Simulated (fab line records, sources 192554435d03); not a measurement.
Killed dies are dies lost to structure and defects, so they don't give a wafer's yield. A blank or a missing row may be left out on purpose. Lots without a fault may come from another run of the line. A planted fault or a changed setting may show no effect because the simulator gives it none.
Chamber matching | flow n5_finfet | N5_BEOL_M7_ALD_77 on ald_metal-01: 4 sister chambers
The step deposits TaN, target thk 2 nm, pulse time 2 s, purge time 3 s. 20 wafers are shown with their chamber, then 10 later ones without.

WAFERS WITH THEIR CHAMBER
wafer  | chamber | heater_power_w (W) | chamber_pressure_Torr (Torr)
L077.1 | 0       | 396                | 3.003
L077.4 | 2       | 471                | 3.004
L077.5 | 1       | 548                | 2.989
L080.2 | 3       | 398                | 2.993
L080.5 | 3       | 375                | 3.008
L080.6 | 0       | 395                | 3.005
L081.1 | 2       | 466                | 3.002
L081.3 | 3       | 389                | 3.003
L081.6 | 2       | 472                | 3.003
L085.1 | 2       | 476                | 3.007
L085.4 | 1       | 563                | 2.996
L085.5 | 1       | 557                | 3.004
L088.2 | 1       | 558                | 3.010
L088.3 | 3       | 394                | 2.984
L088.5 | 0       | 392                | 3.001
L087.1 | 2       | 487                | 2.997
L087.5 | 1       | 560                | 2.994
L087.6 | 3       | 398                | 3.013
L093.2 | 2       | 468                | 3.006
L093.3 | 1       | 549                | 2.992

SIGNATURES (means of the wafers above)
reading               | chamber 0 | chamber 1 | chamber 2 | chamber 3 | scatter within a chamber
heater_power_w        | 394.33    | 555.83    | 473.33    | 390.80    | 7.25
chamber_pressure_Torr | 3.00300   | 2.99750   | 3.00317   | 3.00020   | 0.00764
Rule: a wafer's distance from a chamber is the root of the sum, over the readings, of the square of ((its reading less the chamber's mean) divided by the reading's scatter). The wafer belongs to the nearest chamber; if the next one is less than 2 further off, it can't be placed. The scatter: the root of (the sum of the squares of (reading less its chamber's mean) over the shown wafers, divided by (wafers less chambers)).

WAFERS WITHOUT THEIR CHAMBER
wafer  | heater_power_w (W) | chamber_pressure_Torr (Torr)
L093.5 | 393                | 2.997
L090.4 | 402                | 3.002
L090.5 | 405                | 2.992
L090.6 | 391                | 3.009
L095.1 | 392                | 2.988
L095.3 | 397                | 3.010
L095.5 | 471                | 2.999
L097.1 | 457                | 3.003
L097.3 | 549                | 2.996
L097.5 | 481                | 2.994

WHICH CHAMBER EACH WENT THROUGH
wafer  | from the rows above     | in truth
L093.5 | can't be placed: 3 or 0 | 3
L090.4 | can't be placed: 0 or 3 | 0
L090.5 | can't be placed: 0 or 3 | 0
L090.6 | can't be placed: 0 or 3 | 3
L095.1 | can't be placed: 3 or 0 | 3
L095.3 | can't be placed: 0 or 3 | 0
L095.5 | 2                       | 2
L097.1 | 2                       | 2
L097.3 | 1                       | 1
L097.5 | 2                       | 2
Placed correctly: 4 of 10. Can't be placed from these rows: 6 (the true chamber is among the candidates in 6). Placed wrongly: 0.
